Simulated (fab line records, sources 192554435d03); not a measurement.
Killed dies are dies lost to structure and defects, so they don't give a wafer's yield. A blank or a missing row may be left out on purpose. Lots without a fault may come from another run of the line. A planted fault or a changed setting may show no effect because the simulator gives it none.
Which tool did it? | flow n5_finfet | 11 lots, 33 wafers sampled, at 1 step of a route of 1938

WHAT THE GAUGES READ, wafer by wafer
N5_BEOL_M11_CD_MEAS_35: target cd 70 nm. Usual: cd_nm 69.9 nm, standard deviation 0.65.
lot  | measured     | on        | cd_nm (nm)     | flag
L262 | day 9 22:13  | cd_sem-02 | 69.3 70.2 69.4 |
L266 | day 11 00:13 | cd_sem-01 | 70.3 70.3 69.8 |
L265 | day 11 00:41 | cd_sem-02 | 70.8 70.2 69.7 |
L275 | day 13 13:21 | cd_sem-02 | 69.0 69.5 69.4 |
L277 | day 13 22:28 | cd_sem-03 | 68.2 71.5 69.3 |
L274 | day 13 22:57 | cd_sem-01 | 70.4 68.9 71.3 |
L278 | day 14 16:03 | cd_sem-03 | 70.3 70.1 69.6 |
L279 | day 15 03:52 | cd_sem-01 | 68.9 69.7 69.7 |
L281 | day 15 06:08 | cd_sem-01 | 68.4 69.7 69.7 |
L284 | day 15 20:19 | cd_sem-02 | 70.5 70.0 69.9 |
L285 | day 16 05:38 | cd_sem-02 | 69.9 69.6 70.3 |

WHICH TOOL RAN EACH LOT (tool, then ch and the chambers of the sampled wafers, then the start)
The record holds no process step before these readings.

WHAT THE TOOLS THEMSELVES READ (means of the sampled wafers that have a number; where no wafer has one, the mark that the record gives instead)
The record holds no such reading with a usual standard deviation.

THE ANSWER, worked out from the rows above alone
Rule: a lot is off if the mean of its wafers that have a number lies more than 3 standard deviations from the usual mean. A lot without any number at a reading at which 4 lots or more have one is off too. The other lots that the step has rows for count as sound. The gauges are gone through in route order, then the tools' own readings, and for those a lot's mean is taken as printed above. The first step at which some lot is off is used, and at that step the reading that is off furthest; a lot without a number counts as furthest.
No lot is off at any reading shown: from this, nothing can be told.

WHAT THE SIMULATOR HAD PUT IN
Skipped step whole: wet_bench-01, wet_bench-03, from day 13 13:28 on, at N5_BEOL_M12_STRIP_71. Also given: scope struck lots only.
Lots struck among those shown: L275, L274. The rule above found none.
